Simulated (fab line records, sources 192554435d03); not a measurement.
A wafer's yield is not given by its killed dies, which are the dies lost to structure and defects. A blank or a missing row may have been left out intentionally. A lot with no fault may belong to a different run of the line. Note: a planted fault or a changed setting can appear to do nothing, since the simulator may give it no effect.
fab line records	flow n5-finfet	part 1 of 2: steps 1 to 20 of 27
record lots=5	wafers=15	last-day=15
route steps=1938 shown BEOL_M1@840 BEOL_M2@841
lots that met no fault: taken from a fault-free run of the same line
start-h: the number of hours between the record's first day and the start of the first shown wafer of the lot	wait-h: how many hours have passed since the lot's step before this one	" the same as in the row above	L1.1+2: a row that stands for several wafers	- no value present, or no start provided	* or withheld: withheld	< > ~ a bound
route shown NAME@n: NAME is a module with steps in the file, n the number in the route of the first one	usual: the fault-free wafers' mean and standard deviation	same: alike in all rows	chamber/n: place in a boat	sites: per-site readings	_std_site: their standard deviation	_edge_site: outer sites' mean less inner sites'	radius-mm: for every site, how far away it sits from the centre of the wafer	mask NAME#n: copy n	behind: tool/chamber where the wafer was last shaped	hold: reason for holding the lot/hours on hold/outcome of the hold	device: the transistor (n, p or np) that didn't switch	end of line: the route-end tests of the same wafers	a step given without rows: its recipe and nothing more	killed: dies that structure and defects cost at the first sort, which is not the same as the wafer's yield	map: dies across one wafer; x = killed, . = not, _ = none there
set.NAME: the setting the step ran with; set.NAME@STEP: the setting that earlier step ran with	model.NAME: the simulator's own value behind a step, which no gauge read
lots at selected steps of the route; one table per step, one row per wafer
services: the hour from which a tool's chamber was out of use, counted from the record's first day as start-h (under 0 if before that day), plus the number of hours and why
## steps
# step N5_BEOL_M1_INSPECT_59
# recipe inspect-instrument=darkfield	mode=post-dep
# usual raw-defect-count=71/27
lot.wafer	tool	chamber	start-h	wait-h	raw-defect-count
L075.2	defect-inspect-02	-	141.66	0.0	61
L075.4	"	-	"	"	79
L075.6	"	-	"	"	27
L078.2	defect-inspect-01	-	161.62	0.0	74
L078.4	"	-	"	"	118
L078.5	"	-	"	"	109
L081.1	defect-inspect-01	-	174.20	0.0	58
L081.4	"	-	"	"	67
L081.6	"	-	"	"	66
L083.1	defect-inspect-02	-	184.75	0.0	38
L083.3	"	-	"	"	62
L083.6	"	-	"	"	79
L089.1	defect-inspect-01	-	224.05	0.0	110
L089.2	"	-	"	"	43
L089.3	"	-	"	"	84
# step N5_BEOL_M2_ILD_DEP_00
# recipe material=SiOC	target-thk-a=790	temp-c=350	precursor=DEMS/O2	pressure-torr=5	rf-w=500	time-s=15.3
# usual heater-power-w=451/75	showerhead-plenum-p-Torr=5.696/0.01	throttle-valve-pct=12.1/0.58
# same time-s=15.3
lot.wafer	tool	chamber	start-h	wait-h	heater-power-w	showerhead-plenum-p-Torr	since-wet-clean-h	throttle-valve-pct
L075.2	pecvd-04	2	141.70	0.0	437	5.713	454	11.3
L075.4	"	0	"	"	429	5.714	-	12.8
L075.6	"	1	"	"	429	5.686	-	12.8
L078.2	pecvd-01	0	161.66	0.0	561	5.710	866	12.6
L078.4	"	0	"	"	550	5.702	-	12.7
L078.5	"	1	"	"	568	5.694	-	12.2
L081.1	pecvd-04	2	174.24	0.0	439	5.688	487	11.5
L081.4	"	0	"	"	414	5.705	-	13.0
L081.6	"	2	"	"	439	5.694	-	11.2
L083.1	pecvd-04	1	184.78	0.0	472	5.681	1976	12.7
L083.3	"	2	"	"	427	5.699	497	11.3
L083.6	"	0	"	"	399	5.708	-	12.5
L089.1	pecvd-01	0	224.09	0.0	542	5.703	928	12.8
L089.2	"	2	"	"	483	5.705	174	11.6
L089.3	"	1	"	"	641	5.676	1653	12.3
# step N5_BEOL_M2_THK_MEAS_01
# recipe reads=SiOC_of_BEOL_M2_ILD_DEP_00
# usual M2_ILD_THK=79.8/1.1
lot.wafer	tool	chamber	start-h	wait-h	M2_ILD_THK[nm]
L075.2	film-metro-01	-	141.77	0.1	77.9
L075.4	"	-	"	"	80.8
L075.6	"	-	"	"	80.5
L078.2	film-metro-02	-	161.73	0.1	78.5
L078.4	"	-	"	"	81.0
L078.5	"	-	"	"	82.0
L081.1	film-metro-01	-	174.31	0.0	78.2
L081.4	"	-	"	"	79.2
L081.6	"	-	"	"	81.3
L083.1	film-metro-01	-	184.85	0.0	77.9
L083.3	"	-	"	"	78.6
L083.6	"	-	"	"	78.8
L089.1	film-metro-01	-	224.16	0.0	78.7
L089.2	"	-	"	"	79.9
L089.3	"	-	"	"	80.4
# step N5_BEOL_M2_PECVD_72
# recipe material=SiO2	target-thk-a=160	temp-c=400	precursor=TEOS/O2	pressure-torr=5.5	rf-w=450	teos-flow-sccm=53.8	gas=O2	flow-sccm=3000	time-s=18
# usual heater-power-w=725/110	showerhead-plenum-p-Torr=8.81/0.032	throttle-valve-pct=22.7/1
# same time-s=18
lot.wafer	tool	chamber	start-h	wait-h	heater-power-w	showerhead-plenum-p-Torr	since-wet-clean-h	throttle-valve-pct
L075.2	pecvd-01	0	141.80	0.0	691	8.87	846	23.5
L075.4	"	2	"	"	713	8.84	-	21.0
L075.6	"	1	"	"	918	8.78	-	23.2
L078.2	pecvd-04	2	161.76	0.0	611	8.79	474	21.4
L078.4	"	1	"	"	709	8.74	-	23.7
L078.5	"	2	"	"	611	8.80	-	21.2
L081.1	pecvd-01	1	174.35	0.0	770	8.80	1603	23.2
L081.4	"	1	"	"	774	8.76	-	23.0
L081.6	"	2	"	"	682	8.83	-	21.6
L083.1	pecvd-01	0	184.89	0.0	798	8.87	889	23.4
L083.3	"	2	"	"	634	8.82	135	21.4
L083.6	"	1	"	"	929	8.80	-	23.1
L089.1	pecvd-03	1	224.20	0.0	475	8.78	1472	22.5
L089.2	"	0	"	"	664	8.77	747	21.8
L089.3	"	0	"	"	682	8.78	-	21.7
# step N5_BEOL_M2_HM_DEP_02
# recipe material=TiN	target-thk-a=200	temp-c=25	chamber-pressure-pa=0.49996
# usual throttle-valve-pct=30.5/1.3
lot.wafer	tool	chamber	start-h	wait-h	throttle-valve-pct
L075.2	pvd-sputter-02	-	143.05	1.2	32.8
L075.4	"	-	"	"	32.0
L075.6	"	-	"	"	31.5
L078.2	pvd-sputter-03	-	162.28	0.5	31.1
L078.4	"	-	"	"	30.9
L078.5	"	-	"	"	28.1
L081.1	pvd-sputter-03	-	174.40	0.0	31.0
L081.4	"	-	"	"	31.0
L081.6	"	-	"	"	30.9
L083.1	pvd-sputter-03	-	187.46	2.6	28.0
L083.3	"	-	"	"	31.0
L083.6	"	-	"	"	31.2
L089.1	pvd-sputter-03	-	224.27	0.1	30.8
L089.2	"	-	"	"	31.1
L089.3	"	-	"	"	27.7
# step N5_BEOL_M2_COAT_61
# recipe resist=SOC	temp-c=250	time-s=60	spin-rpm=1500	resist-thk-nm=60
# usual resist-line-temp-C=22.99/0.12
# same time-s=60
lot.wafer	tool	chamber	start-h	wait-h	resist-line-temp-C
L075.2	litho-track-04	0	143.18	0.1	22.98
L075.4	"	0	"	"	23.14
L075.6	"	0	"	"	23.10
L078.2	litho-track-05	0	162.41	0.1	23.00
L078.4	"	0	"	"	23.06
L078.5	"	0	"	"	23.17
L081.1	litho-track-03	0	174.53	0.1	23.06
L081.4	"	0	"	"	22.78
L081.6	"	0	"	"	22.94
L083.1	litho-track-05	0	187.58	0.1	23.12
L083.3	"	0	"	"	22.92
L083.6	"	0	"	"	23.01
L089.1	litho-track-05	0	224.40	0.1	22.86
L089.2	"	0	"	"	22.87
L089.3	"	0	"	"	23.03
# step N5_BEOL_M2_COAT_62
# recipe resist=SiARC	temp-c=220	time-s=60	spin-rpm=1500	resist-thk-nm=12
# usual resist-line-temp-C=22.95/0.1
# same time-s=60
lot.wafer	tool	chamber	start-h	wait-h	resist-line-temp-C
L075.2	litho-track-04	0	-	-	23.11
L075.4	"	0	"	"	22.99
L075.6	"	0	"	"	22.96
L078.2	litho-track-05	0	-	-	22.82
L078.4	"	0	"	"	22.86
L078.5	"	0	"	"	22.94
L081.1	litho-track-03	0	-	-	22.91
L081.4	"	0	"	"	22.95
L081.6	"	0	"	"	22.80
L083.1	litho-track-05	0	-	-	22.91
L083.3	"	0	"	"	22.92
L083.6	"	0	"	"	23.06
L089.1	litho-track-05	0	-	-	23.11
L089.2	"	0	"	"	22.96
L089.3	"	0	"	"	23.23
# step N5_BEOL_M2_COAT_73
# recipe resist=underlayer	temp-c=205	time-s=60	spin-rpm=1500	resist-thk-nm=5
# usual resist-line-temp-C=23.01/0.11
# same time-s=60
lot.wafer	tool	chamber	start-h	wait-h	resist-line-temp-C
L075.2	litho-track-04	0	-	-	22.79
L075.4	"	0	"	"	23.03
L075.6	"	0	"	"	22.97
L078.2	litho-track-05	0	-	-	23.00
L078.4	"	0	"	"	23.14
L078.5	"	0	"	"	23.00
L081.1	litho-track-03	0	-	-	23.02
L081.4	"	0	"	"	23.10
L081.6	"	0	"	"	22.91
L083.1	litho-track-05	0	-	-	22.93
L083.3	"	0	"	"	22.96
L083.6	"	0	"	"	23.07
L089.1	litho-track-05	0	-	-	23.09
L089.2	"	0	"	"	23.04
L089.3	"	0	"	"	23.11
# step N5_BEOL_M2_COAT_05
# recipe resist=CAR-EUV	spin-rpm=1500	resist-thk-nm=30
# usual resist-line-temp-C=22.99/0.1
lot.wafer	tool	chamber	start-h	wait-h	resist-line-temp-C
L075.2	litho-track-04	0	-	-	22.87
L075.4	"	0	"	"	22.90
L075.6	"	0	"	"	22.84
L078.2	litho-track-05	0	-	-	23.13
L078.4	"	0	"	"	23.10
L078.5	"	0	"	"	23.12
L081.1	litho-track-03	0	-	-	22.99
L081.4	"	0	"	"	22.98
L081.6	"	0	"	"	22.97
L083.1	litho-track-05	0	-	-	22.91
L083.3	"	0	"	"	22.88
L083.6	"	0	"	"	23.06
L089.1	litho-track-05	0	-	-	23.34
L089.2	"	0	"	"	22.80
L089.3	"	0	"	"	23.08
# step N5_BEOL_M2_EBR_07
# recipe solvent=PGMEA	ebr-width-mm=1.5
# usual resist-line-temp-C=22.98/0.097
# same ebr-width-mm=1.5
lot.wafer	tool	chamber	start-h	wait-h	resist-line-temp-C
L075.2	litho-track-04	0	-	-	22.96
L075.4	"	0	"	"	23.12
L075.6	"	0	"	"	22.85
L078.2	litho-track-05	0	-	-	22.83
L078.4	"	0	"	"	22.85
L078.5	"	0	"	"	22.88
L081.1	litho-track-03	0	-	-	22.96
L081.4	"	0	"	"	23.00
L081.6	"	0	"	"	22.89
L083.1	litho-track-05	0	-	-	22.94
L083.3	"	0	"	"	22.92
L083.6	"	0	"	"	23.03
L089.1	litho-track-05	0	-	-	22.94
L089.2	"	0	"	"	23.05
L089.3	"	0	"	"	22.83
# step N5_BEOL_M2_SOFTBAKE_06
# recipe temp-c=110	time-s=60	resist=CAR-EUV
# usual resist-line-temp-C=22.96/0.1
# same time-s=60
lot.wafer	tool	chamber	start-h	wait-h	resist-line-temp-C
L075.2	litho-track-04	0	-	-	22.98
L075.4	"	0	"	"	22.74
L075.6	"	0	"	"	22.88
L078.2	litho-track-05	0	-	-	22.90
L078.4	"	0	"	"	22.83
L078.5	"	0	"	"	22.90
L081.1	litho-track-03	0	-	-	23.09
L081.4	"	0	"	"	23.00
L081.6	"	0	"	"	22.97
L083.1	litho-track-05	0	-	-	23.04
L083.3	"	0	"	"	22.96
L083.6	"	0	"	"	23.00
L089.1	litho-track-05	0	-	-	22.95
L089.2	"	0	"	"	22.86
L089.3	"	0	"	"	23.00
# step N5_BEOL_M2_EXPOSE_08
# recipe mask-id=M2	na=0.33	source-shape=dipole	sigma-inner=0.369	sigma-outer=0.767	polarization=unpolarized	dose-mj=41.25
# usual focus-offset-nm=-0.1/0.54
# same sigma-inner=0.369
lot.wafer	tool	chamber	start-h	wait-h	mask	focus-offset-nm
L075.2	euv-scanner-01	0	143.33	-	M2#0	-0.4
L075.4	"	0	"	"	M2#0	0.0
L075.6	"	0	"	"	M2#0	0.1
L078.2	euv-scanner-01	0	162.67	-	M2#0	-0.7
L078.4	"	0	"	"	M2#0	-0.6
L078.5	"	0	"	"	M2#0	-0.1
L081.1	euv-scanner-02	0	174.79	-	M2#0	-0.3
L081.4	"	0	"	"	M2#0	-0.8
L081.6	"	0	"	"	M2#0	-1.0
L083.1	euv-scanner-01	0	187.84	-	M2#0	0.6
L083.3	"	0	"	"	M2#0	0.4
L083.6	"	0	"	"	M2#0	0.6
L089.1	euv-scanner-01	0	224.53	-	M2#0	0.1
L089.2	"	0	"	"	M2#0	-0.1
L089.3	"	0	"	"	M2#0	-0.4
# step N5_BEOL_M2_PEB_09
# recipe peb-temp-c=100	peb-time-s=60	resist=CAR-EUV
# usual resist-line-temp-C=23.00/0.11
lot.wafer	tool	chamber	start-h	wait-h	resist-line-temp-C
L075.2	litho-track-04	0	143.38	0.1	23.19
L075.4	"	0	"	"	22.97
L075.6	"	0	"	"	22.96
L078.2	litho-track-05	0	162.73	0.1	23.01
L078.4	"	0	"	"	22.95
L078.5	"	0	"	"	22.98
L081.1	litho-track-03	0	174.85	0.1	23.09
L081.4	"	0	"	"	22.92
L081.6	"	0	"	"	22.74
L083.1	litho-track-05	0	187.91	0.1	22.90
L083.3	"	0	"	"	23.00
L083.6	"	0	"	"	22.85
L089.1	litho-track-05	0	224.60	0.1	23.17
L089.2	"	0	"	"	22.98
L089.3	"	0	"	"	22.98
# step N5_BEOL_M2_DEVELOP_10
# recipe develop-time-s=30	developer=TMAH	resist=CAR-EUV	rinse-liquid=surfactant-rinse	dry=air-spin	dev-temp-c=23
# usual developer-temp-C=23.00/0.11	resist-line-temp-C=23.00/0.11
lot.wafer	tool	chamber	start-h	wait-h	developer-temp-C	resist-line-temp-C
L075.2	litho-track-04	0	-	-	23.10	23.02
L075.4	"	0	"	"	23.10	23.02
L075.6	"	0	"	"	23.01	23.19
L078.2	litho-track-05	0	-	-	23.05	23.05
L078.4	"	0	"	"	22.99	23.05
L078.5	"	0	"	"	22.89	23.05
L081.1	litho-track-03	0	-	-	22.88	23.13
L081.4	"	0	"	"	23.04	23.11
L081.6	"	0	"	"	23.01	23.06
L083.1	litho-track-05	0	-	-	22.97	22.98
L083.3	"	0	"	"	22.83	23.11
L083.6	"	0	"	"	23.09	23.08
L089.1	litho-track-05	0	-	-	22.96	23.03
L089.2	"	0	"	"	23.04	22.93
L089.3	"	0	"	"	22.96	22.85
# step N5_BEOL_M2_CD_MEAS_11
# recipe target-cd-nm=16.79	landing-energy-ev=500	detector=se-inlens	polarity=opening
# usual cd-nm=16.80/0.26
lot.wafer	tool	chamber	start-h	wait-h	cd-nm
L075.2	cd-sem-02	0	143.45	-	16.81
L075.4	"	0	"	"	16.73
L075.6	"	0	"	"	16.80
L078.2	cd-sem-03	0	162.80	-	16.82
L078.4	"	0	"	"	16.53
L078.5	"	0	"	"	16.51
L081.1	cd-sem-01	0	174.92	-	17.21
L081.4	"	0	"	"	17.01
L081.6	"	0	"	"	16.69
L083.1	cd-sem-01	0	187.98	-	16.55
L083.3	"	0	"	"	16.57
L083.6	"	0	"	"	16.72
L089.1	cd-sem-03	0	224.66	-	17.06
L089.2	"	0	"	"	16.18
L089.3	"	0	"	"	16.70
# step N5_BEOL_M2_OVL_MEAS_12
# recipe points-per-wafer=522
# usual M2_OVL=0.3/0.69
lot.wafer	tool	chamber	start-h	wait-h	M2_OVL[nm]
L075.2	overlay-02	0	143.49	0.0	1.5
L075.4	"	0	"	"	1.5
L075.6	"	0	"	"	0.5
L078.2	overlay-01	0	162.84	0.0	1.1
L078.4	"	0	"	"	0.6
L078.5	"	0	"	"	0.0
L081.1	overlay-01	0	174.95	0.0	0.7
L081.4	"	0	"	"	1.3
L081.6	"	0	"	"	0.5
L083.1	overlay-01	0	188.01	0.0	0.0
L083.3	"	0	"	"	0.0
L083.6	"	0	"	"	0.7
L089.1	overlay-01	0	224.69	0.0	0.6
L089.2	"	0	"	"	-0.2
L089.3	"	0	"	"	0.3
# step N5_BEOL_M2_INSPECT_13
# recipe mode=adi	inspect-instrument=brightfield
# usual raw-defect-count=417/120
lot.wafer	tool	chamber	start-h	wait-h	raw-defect-count
L075.2	defect-inspect-02	-	143.54	0.0	374
L075.4	"	-	"	"	628
L075.6	"	-	"	"	307
L078.2	defect-inspect-02	-	162.89	0.0	233
L078.4	"	-	"	"	329
L078.5	"	-	"	"	276
L081.1	defect-inspect-01	-	175.01	0.1	332
L081.4	"	-	"	"	494
L081.6	"	-	"	"	509
L083.1	defect-inspect-02	-	188.06	0.1	384
L083.3	"	-	"	"	349
L083.6	"	-	"	"	488
L089.1	defect-inspect-01	-	224.75	0.1	406
L089.2	"	-	"	"	262
L089.3	"	-	"	"	359
# step N5_BEOL_M2_DESCUM_16
# recipe chemistry=O2	time-s=7	source-power-w=50	bias-power-w=20	pressure-mtorr=20	rf-frequency-hz=2.712e+07	temp-c=40	resist=CAR-EUV	o2-flow-sccm=225
# usual drypump-motor-current-A=5.6/0.6	oes-product-au=0.81/0.1	rf-vpp-V=243.5/1.4	showerhead-plenum-p-Torr=2.10/0.081	temp-c=40.01/0.11	throttle-valve-pct=20.45/0.25
# same time-s=7
lot.wafer	tool	chamber	start-h	wait-h	drypump-motor-current-A	oes-product-au	rf-hours-counter-h	rf-vpp-V	showerhead-plenum-p-Torr	temp-c	throttle-valve-pct
L075.2	rie-diel-05	2	143.80	0.3	5.3	0.90	35	244.0	2.14	39.95	20.10
L075.4	"	2	"	"	5.3	0.89	-	244.6	2.14	40.10	20.12
L075.6	"	1	"	"	5.3	0.67	-	241.6	1.96	40.00	20.72
L078.2	rie-diel-05	1	162.92	0.0	5.3	0.66	247	241.3	1.96	40.03	20.72
L078.4	"	0	"	"	4.8	0.67	236	241.1	1.99	40.06	20.76
L078.5	"	1	"	"	5.3	0.67	-	242.4	1.96	40.15	20.72
L081.1	rie-diel-05	3	175.15	0.1	6.3	0.96	8	244.6	2.14	40.09	20.22
L081.4	"	3	"	"	6.3	0.96	-	245.4	2.14	40.15	20.23
L081.6	"	0	"	"	4.8	0.66	-	241.0	1.99	40.11	20.79
L083.1	rie-diel-06	2	188.11	0.0	5.1	0.80	91	244.2	2.23	39.97	20.29
L083.3	"	1	"	"	4.8	0.70	209	244.3	2.04	40.06	20.40
L083.6	"	0	"	"	6.2	0.69	-	242.4	2.04	40.02	20.81
L089.1	rie-diel-05	1	224.79	0.0	5.3	0.92	15	245.5	2.21	40.01	20.40
L089.2	"	3	"	"	6.3	0.92	27	244.5	2.13	40.03	20.27
L089.3	"	2	"	"	5.3	0.85	66	243.1	2.12	40.10	20.14
# step N5_BEOL_M2_ETCH_74
# recipe chemistry=N2/H2	target=underlayer	target-depth-a=65	mask-material=CAR-EUV	time-s=5.2	ion-energy-ev=200	pressure-mtorr=30	source-w=840	bias-w=150	n2-flow-sccm=200	h2-flow-sccm=200	ends=cleared
# usual drypump-motor-current-A=5.6/0.6	etch-rf-on-time-s=5.13/0.14	oes-product-au=0.69/0.086	rf-vpp-V=524.2/2.8	showerhead-plenum-p-Torr=2.56/0.095	throttle-valve-pct=17.90/0.26
lot.wafer	tool	chamber	start-h	wait-h	drypump-motor-current-A	etch-rf-on-time-s	oes-product-au	rf-hours-counter-h	rf-vpp-V	showerhead-plenum-p-Torr	throttle-valve-pct
L075.2	rie-diel-05	2	143.84	0.0	5.3	5.28	0.74	35	525.7	2.58	17.40
L075.4	"	2	"	"	5.3	5.27	0.75	-	524.1	2.58	17.41
L075.6	"	1	"	"	5.3	5.08	0.58	-	520.5	2.41	18.35
L078.2	rie-diel-05	1	162.96	0.0	5.3	4.99	0.58	247	519.3	2.40	18.36
L078.4	"	0	"	"	4.8	4.89	0.60	236	519.5	2.40	18.07
L078.5	"	1	"	"	5.3	4.96	0.59	-	518.4	2.40	18.35
L081.1	rie-diel-05	3	175.18	0.0	6.3	5.07	0.81	8	524.6	2.61	17.74
L081.4	"	3	"	"	6.3	5.04	0.82	-	525.7	2.61	17.72
L081.6	"	0	"	"	4.8	4.99	0.60	-	521.5	2.40	18.09
L083.1	rie-diel-06	2	188.14	0.0	5.1	5.28	0.66	91	528.7	2.69	17.72
L083.3	"	1	"	"	4.8	5.30	0.60	209	521.8	2.50	17.93
L083.6	"	0	"	"	6.3	5.24	0.58	-	524.3	2.51	18.32
L089.1	rie-diel-05	1	224.82	0.0	5.3	4.99	0.80	15	527.1	2.71	17.98
L089.2	"	3	"	"	6.3	5.02	0.79	27	526.7	2.61	17.76
L089.3	"	2	"	"	5.3	5.29	0.71	66	523.8	2.57	17.47
# step N5_BEOL_M2_ETCH_63
# recipe chemistry=CF4	target=SiARC	target-depth-a=156	mask-material=CAR-EUV	time-s=26	ion-energy-ev=80	pressure-mtorr=40	source-w=545	bias-w=36	Ar_flow_sccm=100	cf4-flow-sccm=100	ends=cleared
# usual drypump-motor-current-A=5.6/0.6	etch-rf-on-time-s=25.8/0.65	oes-product-au=0.69/0.086	rf-vpp-V=184.3/1.2	showerhead-plenum-p-Torr=2.15/0.078	throttle-valve-pct=15.64/0.28
lot.wafer	tool	chamber	start-h	wait-h	drypump-motor-current-A	etch-rf-on-time-s	oes-product-au	rf-hours-counter-h	rf-vpp-V	showerhead-plenum-p-Torr	throttle-valve-pct
L075.2	rie-diel-05	2	143.86	0.0	5.3	26.0	0.75	35	186.1	2.16	15.11
L075.4	"	2	"	"	5.3	25.8	0.76	-	184.0	2.16	15.14
L075.6	"	1	"	"	5.3	25.6	0.59	-	183.4	2.02	15.99
L078.2	rie-diel-05	1	162.97	0.0	5.3	25.4	0.58	247	185.0	2.01	16.01
L078.4	"	0	"	"	4.8	25.0	0.59	236	182.8	2.03	15.89
L078.5	"	1	"	"	5.3	25.3	0.59	-	182.1	2.01	16.01
L081.1	rie-diel-05	3	175.20	0.0	6.3	25.2	0.82	8	185.3	2.17	15.33
L081.4	"	3	"	"	6.3	25.4	0.82	-	183.2	2.17	15.32
L081.6	"	0	"	"	4.8	25.1	0.59	-	181.0	2.03	15.90
L083.1	rie-diel-06	2	188.16	0.0	5.1	26.1	0.68	91	184.5	2.28	15.49
L083.3	"	1	"	"	4.8	26.0	0.60	209	184.2	2.11	15.78
L083.6	"	0	"	"	6.2	25.9	0.59	-	182.3	2.10	16.05
L089.1	rie-diel-05	1	224.84	0.0	5.3	25.2	0.80	15	185.0	2.26	15.55
L089.2	"	3	"	"	6.3	25.3	0.78	27	184.7	2.17	15.35
L089.3	"	2	"	"	5.3	26.0	0.71	66	183.4	2.15	15.19
